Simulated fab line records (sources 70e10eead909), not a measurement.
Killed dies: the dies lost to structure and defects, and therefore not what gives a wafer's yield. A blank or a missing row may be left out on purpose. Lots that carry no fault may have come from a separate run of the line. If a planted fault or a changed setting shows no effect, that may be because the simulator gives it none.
fab line records / flow nand_harc
record: lots: 13 wafers: 39 last_day: 24
route steps=1159 shown A_M1@1050 THIN_TSV@1119 END@1159
lots untouched by any fault: they come from a run of this same line in which no faults occurred
start_h: hours from the record's first day to the start of the lot's first wafer shown / wait_h: hours from the lot's prior step to this one / " as in the row above / L1.1+2: a row that stands for several wafers / - value missing, or start not given / * or withheld: withheld / < > ~ a bound
route shown NAME@n: NAME is a module with steps in the file, n the number in the route of the first one / usual: mean/standard deviation of fault-free wafers / same: alike in all rows / chamber/n: place in a boat / sites: readings site by site / _std_site: the standard deviation of these / _edge_site: outer sites' mean less inner sites' / radius_mm: for every site, how far away it sits from the centre of the wafer / mask NAME#n: copy n / behind: the last tool/chamber to shape the wafer / hold: cause of the lot's hold/its duration in hours/its outcome / device: names the non-switching transistor (n, p or np) / end of line: at the end of the route, the tests of the same wafers / where a step has no rows: the recipe by itself / killed: count of dies lost to structure and defects at first sort (not the wafer's yield) / map: a wafer's dies, x killed, . not, _ none there
set.NAME: the setting that was run; set.NAME@STEP: the one run at that earlier step / model.NAME: the simulator's own value behind a step, which no gauge read
route steps across a sampled set of lots; one table per step, one row per wafer
services: a tool's chamber out of use, with start hour (start_h, from the record's first day; less than 0 if before it), hours out, and reason
== steps ==
step: NHARC_A_M1_ECD_22
recipe: target_thk_a: 4000 bath_temp_c: 25 material: Cu
lot.wafer=L864.1+5+6 tool=ecd_cu-02 chamber=0,1,0 start_h=394.66 wait_h=-
lot.wafer=L866.4+5+6 tool=ecd_cu-02 chamber=0,1,0 start_h=410.92 wait_h=-
lot.wafer=L865.1+3+6 tool=ecd_cu-01 chamber=0 start_h=411.86 wait_h=-
lot.wafer=L867.1+4+6 tool=ecd_cu-02 chamber=1 start_h=414.23 wait_h=-
lot.wafer=L868.1+6+5 tool=ecd_cu-02 chamber=1,1,0 start_h=419.26 wait_h=-
lot.wafer=L869.2+1+6 tool=ecd_cu-02 chamber=1,0,1 start_h=424.56 wait_h=-
lot.wafer=L873.1+2+6 tool=ecd_cu-01 chamber=0,1,1 start_h=464.55 wait_h=-
lot.wafer=L878.2+3+6 tool=ecd_cu-02 chamber=1 start_h=501.24 wait_h=-
lot.wafer=L881.4+5+6 tool=ecd_cu-01 chamber=0,0,1 start_h=502.48 wait_h=-
lot.wafer=L882.4+3+6 tool=ecd_cu-01 chamber=0,1,0 start_h=520.16 wait_h=-
lot.wafer=L883.2+4+3 tool=ecd_cu-02 chamber=0,0,1 start_h=520.21 wait_h=-
lot.wafer=L886.1+2+6 tool=ecd_cu-01 chamber=0,1,1 start_h=533.85 wait_h=-
lot.wafer=L887.3+4+6 tool=ecd_cu-01 chamber=0,1,0 start_h=543.73 wait_h=-
step: NHARC_THIN_TSV_ETCH_44
recipe: target_depth_a: 15942 time_s: 797.1 cf4_flow_sccm: 150 o2_flow_sccm: 10 ar_flow_sccm: 0 rf_w: 300 bias_w: 800 chemistry: CF4/O2
usual: drypump_motor_current_A: 5.6/0.48 oes_product_au: 1.002/0.011 rf_vpp_V: 794/5.6 showerhead_plenum_p_Torr: 1.83/0.089 throttle_valve_pct: 16.914/0.009
lot.wafer=L864.1 tool=rie_diel-01 chamber=2 start_h=414.27 wait_h=0.2 drypump_motor_current_A=4.9 oes_product_au=1.008 rf_hours_counter_h=10 rf_vpp_V=798 showerhead_plenum_p_Torr=1.89 throttle_valve_pct=16.906
lot.wafer=L864.5 tool=rie_diel-01 chamber=3 start_h=414.27 wait_h=0.2 drypump_motor_current_A=6.7 oes_product_au=0.982 rf_hours_counter_h=- rf_vpp_V=790 showerhead_plenum_p_Torr=1.75 throttle_valve_pct=16.904
lot.wafer=L864.6 tool=rie_diel-01 chamber=0 start_h=414.27 wait_h=0.2 drypump_motor_current_A=5.1 oes_product_au=1.003 rf_hours_counter_h=- rf_vpp_V=787 showerhead_plenum_p_Torr=1.72 throttle_valve_pct=16.939
lot.wafer=L866.4 tool=rie_diel-03 chamber=0 start_h=429.20 wait_h=0.1 drypump_motor_current_A=5.6 oes_product_au=0.999 rf_hours_counter_h=3 rf_vpp_V=784 showerhead_plenum_p_Torr=1.71 throttle_valve_pct=16.914
lot.wafer=L866.6 tool=rie_diel-03 chamber=3 start_h=429.20 wait_h=0.1 drypump_motor_current_A=5.3 oes_product_au=1.010 rf_hours_counter_h=- rf_vpp_V=801 showerhead_plenum_p_Torr=1.94 throttle_valve_pct=16.910
lot.wafer=L866.5 tool=rie_diel-03 chamber=0 start_h=429.20 wait_h=0.1 drypump_motor_current_A=5.6 oes_product_au=1.001 rf_hours_counter_h=- rf_vpp_V=788 showerhead_plenum_p_Torr=1.71 throttle_valve_pct=16.926
lot.wafer=L867.4 tool=rie_diel-03 chamber=3 start_h=434.83 wait_h=0.1 drypump_motor_current_A=5.3 oes_product_au=1.013 rf_hours_counter_h=3 rf_vpp_V=800 showerhead_plenum_p_Torr=1.93 throttle_valve_pct=16.928
lot.wafer=L867.1 tool=rie_diel-03 chamber=0 start_h=434.83 wait_h=0.1 drypump_motor_current_A=5.6 oes_product_au=1.001 rf_hours_counter_h=3 rf_vpp_V=787 showerhead_plenum_p_Torr=1.71 throttle_valve_pct=16.901
lot.wafer=L867.6 tool=rie_diel-03 chamber=3 start_h=434.83 wait_h=0.1 drypump_motor_current_A=5.3 oes_product_au=1.017 rf_hours_counter_h=- rf_vpp_V=800 showerhead_plenum_p_Torr=1.94 throttle_valve_pct=16.911
lot.wafer=L865.3 tool=rie_diel-03 chamber=0 start_h=435.98 wait_h=0.1 drypump_motor_current_A=5.6 oes_product_au=0.999 rf_hours_counter_h=3 rf_vpp_V=786 showerhead_plenum_p_Torr=1.71 throttle_valve_pct=16.920
lot.wafer=L865.1 tool=rie_diel-03 chamber=2 start_h=435.98 wait_h=0.1 drypump_motor_current_A=5.9 oes_product_au=1.009 rf_hours_counter_h=4 rf_vpp_V=798 showerhead_plenum_p_Torr=1.91 throttle_valve_pct=16.921
lot.wafer=L865.6 tool=rie_diel-03 chamber=0 start_h=435.98 wait_h=0.1 drypump_motor_current_A=5.6 oes_product_au=1.003 rf_hours_counter_h=- rf_vpp_V=787 showerhead_plenum_p_Torr=1.71 throttle_valve_pct=16.912
lot.wafer=L868.1 tool=rie_diel-03 chamber=0 start_h=442.89 wait_h=0.2 drypump_motor_current_A=5.6 oes_product_au=0.994 rf_hours_counter_h=4 rf_vpp_V=786 showerhead_plenum_p_Torr=1.71 throttle_valve_pct=16.897
lot.wafer=L868.5 tool=rie_diel-03 chamber=2 start_h=442.89 wait_h=0.2 drypump_motor_current_A=5.8 oes_product_au=1.004 rf_hours_counter_h=- rf_vpp_V=798 showerhead_plenum_p_Torr=1.91 throttle_valve_pct=16.929
lot.wafer=L868.6 tool=rie_diel-03 chamber=3 start_h=442.89 wait_h=0.2 drypump_motor_current_A=5.3 oes_product_au=1.009 rf_hours_counter_h=- rf_vpp_V=801 showerhead_plenum_p_Torr=1.93 throttle_valve_pct=16.923
lot.wafer=L869.1 tool=rie_diel-03 chamber=0 start_h=443.97 wait_h=0.1 drypump_motor_current_A=5.6 oes_product_au=0.994 rf_hours_counter_h=4 rf_vpp_V=786 showerhead_plenum_p_Torr=1.71 throttle_valve_pct=16.908
lot.wafer=L869.2 tool=rie_diel-03 chamber=3 start_h=443.97 wait_h=0.1 drypump_motor_current_A=5.3 oes_product_au=1.010 rf_hours_counter_h=4 rf_vpp_V=801 showerhead_plenum_p_Torr=1.93 throttle_valve_pct=16.911
lot.wafer=L869.6 tool=rie_diel-03 chamber=1 start_h=443.97 wait_h=0.1 drypump_motor_current_A=6.1 oes_product_au=1.003 rf_hours_counter_h=- rf_vpp_V=788 showerhead_plenum_p_Torr=1.74 throttle_valve_pct=16.922
lot.wafer=L873.1 tool=rie_diel-03 chamber=2 start_h=490.49 wait_h=0.1 drypump_motor_current_A=5.9 oes_product_au=1.008 rf_hours_counter_h=7 rf_vpp_V=800 showerhead_plenum_p_Torr=1.91 throttle_valve_pct=16.921
lot.wafer=L873.2 tool=rie_diel-03 chamber=1 start_h=490.49 wait_h=0.1 drypump_motor_current_A=6.1 oes_product_au=1.000 rf_hours_counter_h=7 rf_vpp_V=788 showerhead_plenum_p_Torr=1.74 throttle_valve_pct=16.926
lot.wafer=L873.6 tool=rie_diel-03 chamber=3 start_h=490.49 wait_h=0.1 drypump_motor_current_A=5.3 oes_product_au=1.015 rf_hours_counter_h=- rf_vpp_V=800 showerhead_plenum_p_Torr=1.93 throttle_valve_pct=16.919
lot.wafer=L878.3 tool=rie_diel-01 chamber=1 start_h=519.99 wait_h=0.2 drypump_motor_current_A=5.5 oes_product_au=1.007 rf_hours_counter_h=2 rf_vpp_V=792 showerhead_plenum_p_Torr=1.79 throttle_valve_pct=16.914
lot.wafer=L878.2 tool=rie_diel-01 chamber=2 start_h=519.99 wait_h=0.2 drypump_motor_current_A=4.9 oes_product_au=1.006 rf_hours_counter_h=2 rf_vpp_V=797 showerhead_plenum_p_Torr=1.89 throttle_valve_pct=16.915
lot.wafer=L878.6 tool=rie_diel-01 chamber=3 start_h=519.99 wait_h=0.2 drypump_motor_current_A=6.8 oes_product_au=0.995 rf_hours_counter_h=- rf_vpp_V=790 showerhead_plenum_p_Torr=1.75 throttle_valve_pct=16.906
lot.wafer=L881.4 tool=rie_diel-01 chamber=3 start_h=522.43 wait_h=0.2 drypump_motor_current_A=6.8 oes_product_au=0.991 rf_hours_counter_h=2 rf_vpp_V=789 showerhead_plenum_p_Torr=1.75 throttle_valve_pct=16.912
lot.wafer=L881.6 tool=rie_diel-01 chamber=0 start_h=522.43 wait_h=0.2 drypump_motor_current_A=5.1 oes_product_au=1.015 rf_hours_counter_h=- rf_vpp_V=786 showerhead_plenum_p_Torr=1.72 throttle_valve_pct=16.914
lot.wafer=L881.5 tool=rie_diel-01 chamber=1 start_h=522.43 wait_h=0.2 drypump_motor_current_A=5.5 oes_product_au=0.991 rf_hours_counter_h=- rf_vpp_V=790 showerhead_plenum_p_Torr=1.79 throttle_valve_pct=16.900
lot.wafer=L882.4 tool=rie_diel-01 chamber=3 start_h=540.64 wait_h=0.2 drypump_motor_current_A=6.8 oes_product_au=1.010 rf_hours_counter_h=5 rf_vpp_V=789 showerhead_plenum_p_Torr=1.75 throttle_valve_pct=16.929
lot.wafer=L882.3 tool=rie_diel-01 chamber=0 start_h=540.64 wait_h=0.2 drypump_motor_current_A=5.1 oes_product_au=1.028 rf_hours_counter_h=6 rf_vpp_V=787 showerhead_plenum_p_Torr=1.71 throttle_valve_pct=16.933
lot.wafer=L882.6 tool=rie_diel-01 chamber=1 start_h=540.64 wait_h=0.2 drypump_motor_current_A=5.5 oes_product_au=0.979 rf_hours_counter_h=- rf_vpp_V=791 showerhead_plenum_p_Torr=1.79 throttle_valve_pct=16.911
lot.wafer=L883.3 tool=rie_diel-01 chamber=1 start_h=541.70 wait_h=0.1 drypump_motor_current_A=5.5 oes_product_au=0.976 rf_hours_counter_h=6 rf_vpp_V=791 showerhead_plenum_p_Torr=1.79 throttle_valve_pct=16.899
lot.wafer=L883.2 tool=rie_diel-01 chamber=3 start_h=541.70 wait_h=0.1 drypump_motor_current_A=6.8 oes_product_au=1.006 rf_hours_counter_h=5 rf_vpp_V=790 showerhead_plenum_p_Torr=1.75 throttle_valve_pct=16.910
lot.wafer=L883.4 tool=rie_diel-01 chamber=0 start_h=541.70 wait_h=0.1 drypump_motor_current_A=5.1 oes_product_au=1.010 rf_hours_counter_h=6 rf_vpp_V=786 showerhead_plenum_p_Torr=1.71 throttle_valve_pct=16.916
lot.wafer=L886.1 tool=rie_diel-03 chamber=1 start_h=554.42 wait_h=0.1 drypump_motor_current_A=6.1 oes_product_au=0.995 rf_hours_counter_h=12 rf_vpp_V=786 showerhead_plenum_p_Torr=1.74 throttle_valve_pct=16.922
lot.wafer=L886.2 tool=rie_diel-03 chamber=2 start_h=554.42 wait_h=0.1 drypump_motor_current_A=5.9 oes_product_au=1.008 rf_hours_counter_h=13 rf_vpp_V=799 showerhead_plenum_p_Torr=1.91 throttle_valve_pct=16.919
lot.wafer=L886.6 tool=rie_diel-03 chamber=0 start_h=554.42 wait_h=0.1 drypump_motor_current_A=5.6 oes_product_au=0.997 rf_hours_counter_h=- rf_vpp_V=787 showerhead_plenum_p_Torr=1.71 throttle_valve_pct=16.922
lot.wafer=L887.4 tool=rie_diel-01 chamber=1 start_h=563.23 wait_h=0.1 drypump_motor_current_A=5.5 oes_product_au=0.985 rf_hours_counter_h=7 rf_vpp_V=791 showerhead_plenum_p_Torr=1.79 throttle_valve_pct=16.913
lot.wafer=L887.3 tool=rie_diel-01 chamber=2 start_h=563.23 wait_h=0.1 drypump_motor_current_A=4.9 oes_product_au=0.995 rf_hours_counter_h=7 rf_vpp_V=798 showerhead_plenum_p_Torr=1.89 throttle_valve_pct=16.914
lot.wafer=L887.6 tool=rie_diel-01 chamber=2 start_h=563.23 wait_h=0.1 drypump_motor_current_A=4.9 oes_product_au=0.998 rf_hours_counter_h=- rf_vpp_V=797 showerhead_plenum_p_Torr=1.89 throttle_valve_pct=16.899
step: NHARC_THIN_TSV_PRE_CLEAN_50
recipe: time_s: 30 temp_c: 280 gas: H2/He
usual: heater_power_w: 418/29
lot.wafer=L864.1 tool=pvd_sputter-03 chamber=- start_h=- wait_h=- heater_power_w=474
lot.wafer=L864.5 tool=pvd_sputter-03 chamber=- start_h=- wait_h=- heater_power_w=417
lot.wafer=L864.6 tool=pvd_sputter-03 chamber=- start_h=- wait_h=- heater_power_w=479
lot.wafer=L866.4 tool=pvd_sputter-01 chamber=- start_h=- wait_h=- heater_power_w=391
lot.wafer=L866.6 tool=pvd_sputter-01 chamber=- start_h=- wait_h=- heater_power_w=375
lot.wafer=L866.5 tool=pvd_sputter-01 chamber=- start_h=- wait_h=- heater_power_w=405
lot.wafer=L867.1 tool=pvd_sputter-02 chamber=- start_h=- wait_h=- heater_power_w=399
lot.wafer=L867.4 tool=pvd_sputter-02 chamber=- start_h=- wait_h=- heater_power_w=417
lot.wafer=L867.6 tool=pvd_sputter-02 chamber=- start_h=- wait_h=- heater_power_w=396
lot.wafer=L865.3 tool=pvd_sputter-03 chamber=- start_h=- wait_h=- heater_power_w=482
lot.wafer=L865.1 tool=pvd_sputter-03 chamber=- start_h=- wait_h=- heater_power_w=433
lot.wafer=L865.6 tool=pvd_sputter-03 chamber=- start_h=- wait_h=- heater_power_w=471
lot.wafer=L868.1 tool=pvd_sputter-01 chamber=- start_h=- wait_h=- heater_power_w=417
lot.wafer=L868.5 tool=pvd_sputter-01 chamber=- start_h=- wait_h=- heater_power_w=422
lot.wafer=L868.6 tool=pvd_sputter-01 chamber=- start_h=- wait_h=- heater_power_w=399
lot.wafer=L869.2 tool=pvd_sputter-01 chamber=- start_h=- wait_h=- heater_power_w=410
lot.wafer=L869.1 tool=pvd_sputter-01 chamber=- start_h=- wait_h=- heater_power_w=398
lot.wafer=L869.6 tool=pvd_sputter-01 chamber=- start_h=- wait_h=- heater_power_w=411
lot.wafer=L873.2 tool=pvd_sputter-03 chamber=- start_h=- wait_h=- heater_power_w=452
lot.wafer=L873.1 tool=pvd_sputter-03 chamber=- start_h=- wait_h=- heater_power_w=454
lot.wafer=L873.6 tool=pvd_sputter-03 chamber=- start_h=- wait_h=- heater_power_w=457
lot.wafer=L878.2 tool=pvd_sputter-03 chamber=- start_h=- wait_h=- heater_power_w=447
lot.wafer=L878.3 tool=pvd_sputter-03 chamber=- start_h=- wait_h=- heater_power_w=462
lot.wafer=L878.6 tool=pvd_sputter-03 chamber=- start_h=- wait_h=- heater_power_w=462
lot.wafer=L881.4 tool=pvd_sputter-02 chamber=- start_h=- wait_h=- heater_power_w=409
lot.wafer=L881.6 tool=pvd_sputter-02 chamber=- start_h=- wait_h=- heater_power_w=394
lot.wafer=L881.5 tool=pvd_sputter-02 chamber=- start_h=- wait_h=- heater_power_w=419
lot.wafer=L882.3 tool=pvd_sputter-02 chamber=- start_h=- wait_h=- heater_power_w=413
lot.wafer=L882.4 tool=pvd_sputter-02 chamber=- start_h=- wait_h=- heater_power_w=398
lot.wafer=L882.6 tool=pvd_sputter-02 chamber=- start_h=- wait_h=- heater_power_w=368
lot.wafer=L883.2 tool=pvd_sputter-03 chamber=- start_h=- wait_h=- heater_power_w=439
lot.wafer=L883.3 tool=pvd_sputter-03 chamber=- start_h=- wait_h=- heater_power_w=442
lot.wafer=L883.4 tool=pvd_sputter-03 chamber=- start_h=- wait_h=- heater_power_w=463
lot.wafer=L886.1 tool=pvd_sputter-03 chamber=- start_h=- wait_h=- heater_power_w=444
lot.wafer=L886.2 tool=pvd_sputter-03 chamber=- start_h=- wait_h=- heater_power_w=447
lot.wafer=L886.6 tool=pvd_sputter-03 chamber=- start_h=- wait_h=- heater_power_w=452
lot.wafer=L887.3 tool=pvd_sputter-03 chamber=- start_h=- wait_h=- heater_power_w=448
lot.wafer=L887.4 tool=pvd_sputter-03 chamber=- start_h=- wait_h=- heater_power_w=458
lot.wafer=L887.6 tool=pvd_sputter-03 chamber=- start_h=- wait_h=- heater_power_w=447
step: NHARC_THIN_TSV_PRE_CLEAN_54
recipe: time_s: 30 temp_c: 280 gas: H2/He
usual: heater_power_w: 424/30
lot.wafer=L864.1 tool=pvd_sputter-01 chamber=- start_h=419.11 wait_h=0.1 heater_power_w=413
lot.wafer=L864.6 tool=pvd_sputter-01 chamber=- start_h=419.11 wait_h=0.1 heater_power_w=375
lot.wafer=L864.5 tool=pvd_sputter-01 chamber=- start_h=419.11 wait_h=0.1 heater_power_w=404
lot.wafer=L866.4 tool=pvd_sputter-03 chamber=- start_h=433.78 wait_h=0.1 heater_power_w=449
lot.wafer=L866.6 tool=pvd_sputter-03 chamber=- start_h=433.78 wait_h=0.1 heater_power_w=442
lot.wafer=L866.5 tool=pvd_sputter-03 chamber=- start_h=433.78 wait_h=0.1 heater_power_w=482
lot.wafer=L867.1 tool=pvd_sputter-01 chamber=- start_h=439.37 wait_h=0.0 heater_power_w=413
lot.wafer=L867.4 tool=pvd_sputter-01 chamber=- start_h=439.37 wait_h=0.0 heater_power_w=375
lot.wafer=L867.6 tool=pvd_sputter-01 chamber=- start_h=439.37 wait_h=0.0 heater_power_w=407
lot.wafer=L865.1 tool=pvd_sputter-03 chamber=- start_h=440.64 wait_h=0.1 heater_power_w=436
lot.wafer=L865.3 tool=pvd_sputter-03 chamber=- start_h=440.64 wait_h=0.1 heater_power_w=472
lot.wafer=L865.6 tool=pvd_sputter-03 chamber=- start_h=440.64 wait_h=0.1 heater_power_w=483
lot.wafer=L868.1 tool=pvd_sputter-03 chamber=- start_h=447.42 wait_h=0.1 heater_power_w=483
lot.wafer=L868.5 tool=pvd_sputter-03 chamber=- start_h=447.42 wait_h=0.1 heater_power_w=446
lot.wafer=L868.6 tool=pvd_sputter-03 chamber=- start_h=447.42 wait_h=0.1 heater_power_w=428
lot.wafer=L869.1 tool=pvd_sputter-03 chamber=- start_h=448.57 wait_h=0.0 heater_power_w=461
lot.wafer=L869.2 tool=pvd_sputter-03 chamber=- start_h=448.57 wait_h=0.0 heater_power_w=428
lot.wafer=L869.6 tool=pvd_sputter-03 chamber=- start_h=448.57 wait_h=0.0 heater_power_w=462
lot.wafer=L873.2 tool=pvd_sputter-02 chamber=- start_h=495.23 wait_h=0.1 heater_power_w=385
lot.wafer=L873.1 tool=pvd_sputter-02 chamber=- start_h=495.23 wait_h=0.1 heater_power_w=413
lot.wafer=L873.6 tool=pvd_sputter-02 chamber=- start_h=495.23 wait_h=0.1 heater_power_w=405
lot.wafer=L878.2 tool=pvd_sputter-03 chamber=- start_h=524.54 wait_h=0.1 heater_power_w=443
lot.wafer=L878.3 tool=pvd_sputter-03 chamber=- start_h=524.54 wait_h=0.1 heater_power_w=439
lot.wafer=L878.6 tool=pvd_sputter-03 chamber=- start_h=524.54 wait_h=0.1 heater_power_w=445
lot.wafer=L881.4 tool=pvd_sputter-03 chamber=- start_h=527.05 wait_h=0.1 heater_power_w=461
lot.wafer=L881.6 tool=pvd_sputter-03 chamber=- start_h=527.05 wait_h=0.1 heater_power_w=451
lot.wafer=L881.5 tool=pvd_sputter-03 chamber=- start_h=527.05 wait_h=0.1 heater_power_w=454
lot.wafer=L882.4 tool=pvd_sputter-01 chamber=- start_h=545.23 wait_h=0.1 heater_power_w=424
lot.wafer=L882.3 tool=pvd_sputter-01 chamber=- start_h=545.23 wait_h=0.1 heater_power_w=394
lot.wafer=L882.6 tool=pvd_sputter-01 chamber=- start_h=545.23 wait_h=0.1 heater_power_w=413
lot.wafer=L883.3 tool=pvd_sputter-02 chamber=- start_h=546.56 wait_h=0.0 heater_power_w=372
lot.wafer=L883.2 tool=pvd_sputter-02 chamber=- start_h=546.56 wait_h=0.0 heater_power_w=404
lot.wafer=L883.4 tool=pvd_sputter-02 chamber=- start_h=546.56 wait_h=0.0 heater_power_w=426
lot.wafer=L886.2 tool=pvd_sputter-02 chamber=- start_h=559.06 wait_h=0.1 heater_power_w=378
lot.wafer=L886.1 tool=pvd_sputter-02 chamber=- start_h=559.06 wait_h=0.1 heater_power_w=418
lot.wafer=L886.6 tool=pvd_sputter-02 chamber=- start_h=559.06 wait_h=0.1 heater_power_w=379
lot.wafer=L887.4 tool=pvd_sputter-02 chamber=- start_h=568.06 wait_h=0.0 heater_power_w=421
lot.wafer=L887.3 tool=pvd_sputter-02 chamber=- start_h=568.06 wait_h=0.0 heater_power_w=376
lot.wafer=L887.6 tool=pvd_sputter-02 chamber=- start_h=568.06 wait_h=0.0 heater_power_w=403
step: NHARC_END_SORT_01
recipe: temp_c: 25
usual: defect_limited_yield: 95.3/1.5 killed_at_array: 28/10 killed_at_other: 0.6/1.1 killed_at_periphery: 3.6/2.6 killed_dies: 32/10 killed_open: 3.3/1.8 killed_short: 1.9/1.4 sort_bin_2_pct: 1.5/0.61 sort_bin_3_pct: 0.27/0.2 sort_bin_4_pct: 3.0/1 sort_n_pass: 645/10 sort_rim_yield_pct: 97.3/1.9 sort_yield_pct: 95.3/1.5
same: gross_dies: 677 sort_bin_5_pct[%]: 0 sort_bin_6_pct[%]: 0 sort_bin_7_pct[%]: 0 sort_bin_8_pct[%]: 0 sort_rim_n_gross: 106.00
lot.wafer=L869.1 tool=prober-02 chamber=0 start_h=457.26 wait_h=2.5 defect_limited_yield[%]=16.7 killed_at_array=562 killed_at_other=0 killed_at_periphery=2 killed_dies=564 killed_open=2 killed_short=0 sort_bin_2_pct[%]=36.5 sort_bin_3_pct[%]=9.90 sort_bin_4_pct[%]=36.9 sort_n_pass=113 sort_rim_yield_pct[%]=15.1 sort_yield_pct[%]=16.7
lot.wafer=L869.2 tool=prober-02 chamber=0 start_h=458.06 wait_h=2.8 defect_limited_yield[%]=18.6 killed_at_array=549 killed_at_other=0 killed_at_periphery=2 killed_dies=551 killed_open=2 killed_short=0 sort_bin_2_pct[%]=37.4 sort_bin_3_pct[%]=8.86 sort_bin_4_pct[%]=35.2 sort_n_pass=126 sort_rim_yield_pct[%]=18.9 sort_yield_pct[%]=18.6
lot.wafer=L869.6 tool=prober-02 chamber=0 start_h=461.25 wait_h=4.0 defect_limited_yield[%]=16.2 killed_at_array=565 killed_at_other=0 killed_at_periphery=2 killed_dies=567 killed_open=1 killed_short=1 sort_bin_2_pct[%]=34.3 sort_bin_3_pct[%]=10.04 sort_bin_4_pct[%]=39.4 sort_n_pass=110 sort_rim_yield_pct[%]=11.3 sort_yield_pct[%]=16.2
lot.wafer=L868.1 tool=prober-01 chamber=0 start_h=464.39 wait_h=2.5 defect_limited_yield[%]=16.0 killed_at_array=568 killed_at_other=0 killed_at_periphery=1 killed_dies=569 killed_open=0 killed_short=0 sort_bin_2_pct[%]=38.8 sort_bin_3_pct[%]=7.83 sort_bin_4_pct[%]=37.4 sort_n_pass=108 sort_rim_yield_pct[%]=18.9 sort_yield_pct[%]=16.0
lot.wafer=L868.5 tool=prober-01 chamber=0 start_h=467.64 wait_h=3.8 defect_limited_yield[%]=17.6 killed_at_array=552 killed_at_other=1 killed_at_periphery=5 killed_dies=558 killed_open=3 killed_short=2 sort_bin_2_pct[%]=35.0 sort_bin_3_pct[%]=9.01 sort_bin_4_pct[%]=38.4 sort_n_pass=119 sort_rim_yield_pct[%]=20.8 sort_yield_pct[%]=17.6
lot.wafer=L868.6 tool=prober-01 chamber=0 start_h=468.46 wait_h=4.1 defect_limited_yield[%]=19.6 killed_at_array=537 killed_at_other=0 killed_at_periphery=7 killed_dies=544 killed_open=4 killed_short=2 sort_bin_2_pct[%]=35.6 sort_bin_3_pct[%]=8.42 sort_bin_4_pct[%]=36.3 sort_n_pass=133 sort_rim_yield_pct[%]=17.9 sort_yield_pct[%]=19.6
lot.wafer=L873.1 tool=prober-01 chamber=0 start_h=505.30 wait_h=2.5 defect_limited_yield[%]=95.3 killed_at_array=29 killed_at_other=3 killed_at_periphery=0 killed_dies=32 killed_open=2 killed_short=1 sort_bin_2_pct[%]=2.7 sort_bin_3_pct[%]=0.30 sort_bin_4_pct[%]=1.8 sort_n_pass=645 sort_rim_yield_pct[%]=98.1 sort_yield_pct[%]=95.3
killed by level:class
L869.1 A_M1:unspecified=551 A_SLIT:chamber_film_flake=6 A_CONTACT:chamber_film_flake=2 P_CONTACT:geometric_particle:open=1 A_CHANNEL_HOLE_D1:geometric_particle:open=1 P_BONDPAD:chamber_film_flake=1 A_CHANNEL_HOLE_D1:chamber_film_flake=1 A_STAIRCASE:chamber_film_flake=1
L869.2 A_M1:unspecified=530 A_SLIT:chamber_film_flake=8 A_CONTACT:chamber_film_flake=3 A_STAIRCASE:chamber_film_flake=2 A_SGD_CUT:chamber_film_flake=2 A_M0:geometric_particle:open=1 A_M1:geometric_particle:open=1 P_ZERO_WELL:chamber_film_flake=1
L869.6 A_M1:unspecified=552 A_SLIT:chamber_film_flake=11 P_CONTACT:geometric_particle:open=1 A_WL_FILL:geometric_particle:short=1 P_ZERO_WELL:chamber_film_flake=1 A_CONTACT:chamber_film_flake=1
L868.1 A_M1:unspecified=565 P_ZERO_WELL:chamber_film_flake=1 A_CHANNEL_HOLE_D1:chamber_film_flake=1 A_SLIT:chamber_film_flake=1 A_WL_FILL:chamber_film_flake=1
L868.5 A_M1:unspecified=543 A_WL_FILL:geometric_particle:short=2 A_CONTACT:geometric_particle:open=2 A_WL_FILL:chamber_film_flake=2 P_CONTACT:geometric_particle:open=1 P_ZERO_WELL:chamber_film_flake=1 P_STI:chamber_film_flake=1 P_M1:chamber_film_flake=1
L868.6 A_M1:unspecified=532 P_CONTACT:geometric_particle:open=2 P_GATE:chamber_film_flake=2 P_GATE:geometric_particle:open=1 A_SLIT:geometric_particle:short=1 A_CONTACT:geometric_particle:open=1 A_BLC:geometric_particle:short=1 P_ZERO_WELL:chamber_film_flake=1
L873.1 A_CHANNEL_HOLE_D1:chamber_film_flake=15 A_SLIT:chamber_film_flake=7 THIN_TSV:chamber_film_flake=3 A_STAIRCASE:chamber_film_flake=2 A_SOURCE_PLATE:geometric_particle:open=1 A_CHANNEL_FILL_D1:geometric_particle:open=1 A_CHANNEL_FILL_D1:geometric_particle:short=1 A_ZERO_WELL:chamber_film_flake=1
== services ==
tool=rie_diel-03 chamber=0 start_h=371.30 hours=- kind=clean
tool=rie_diel-03 chamber=1 start_h=371.30 hours=- kind=clean
tool=rie_diel-03 chamber=2 start_h=371.30 hours=- kind=clean
tool=rie_diel-03 chamber=3 start_h=371.30 hours=- kind=clean
tool=pvd_sputter-02 chamber=- start_h=392.06 hours=10.0 kind=pm
tool=rie_diel-03 chamber=- start_h=392.30 hours=9.0 kind=pm
tool=rie_diel-03 chamber=0 start_h=392.30 hours=9.0 kind=vent_cycle
tool=rie_diel-03 chamber=1 start_h=392.30 hours=9.0 kind=vent_cycle
tool=rie_diel-03 chamber=2 start_h=392.30 hours=9.0 kind=vent_cycle
tool=rie_diel-03 chamber=3 start_h=392.30 hours=9.0 kind=vent_cycle
tool=rie_diel-03 chamber=0 start_h=401.30 hours=- kind=clean
tool=rie_diel-03 chamber=1 start_h=401.30 hours=- kind=clean
tool=rie_diel-03 chamber=2 start_h=401.30 hours=- kind=clean
tool=ecd_cu-01 chamber=- start_h=431.44 hours=3.3 kind=repair
tool=ecd_cu-01 chamber=- start_h=448.13 hours=8.0 kind=pm
tool=pvd_sputter-03 chamber=- start_h=458.02 hours=10.0 kind=pm
tool=rie_diel-01 chamber=- start_h=491.85 hours=9.0 kind=pm
tool=rie_diel-03 chamber=1 start_h=500.00 hours=7.3 kind=repair
tool=pvd_sputter-01 chamber=- start_h=514.00 hours=10.0 kind=pm
tool=rie_diel-03 chamber=2 start_h=521.63 hours=6.5 kind=repair
tool=pvd_sputter-01 chamber=- start_h=530.50 hours=4.3 kind=repair
tool=ecd_cu-02 chamber=- start_h=532.11 hours=8.0 kind=pm
tool=ecd_cu-01 chamber=- start_h=548.82 hours=3.2 kind=repair
tool=ecd_cu-01 chamber=- start_h=556.10 hours=0.9 kind=repair
== key ==
first_sign: step: NHARC_END_SORT_01 reading: killed_at_array direction: up sigmas: 52 usual: 28 struck: 556
effect: step: NHARC_END_SORT_01 reading: killed_dies direction: up sigmas: 51 usual: 32 struck: 559
more_kills_born_at: NHARC_A_M1_ECD_22@ecd_cu-02: 3273
met_at NHARC_A_M1_ECD_22
struck_lots L868,L869
not_acting_at NHARC_THIN_TSV_ETCH_44,NHARC_THIN_TSV_PRE_CLEAN_50,NHARC_THIN_TSV_PRE_CLEAN_54
onset_between 414.23 419.26
fault: kind: chamber_particle_source tool: ecd_cu-02 chamber: - onset_h: 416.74 steps: NHARC_A_M1_ECD_22 rate_per_visit_cm2: 1.8822 end_h: 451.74
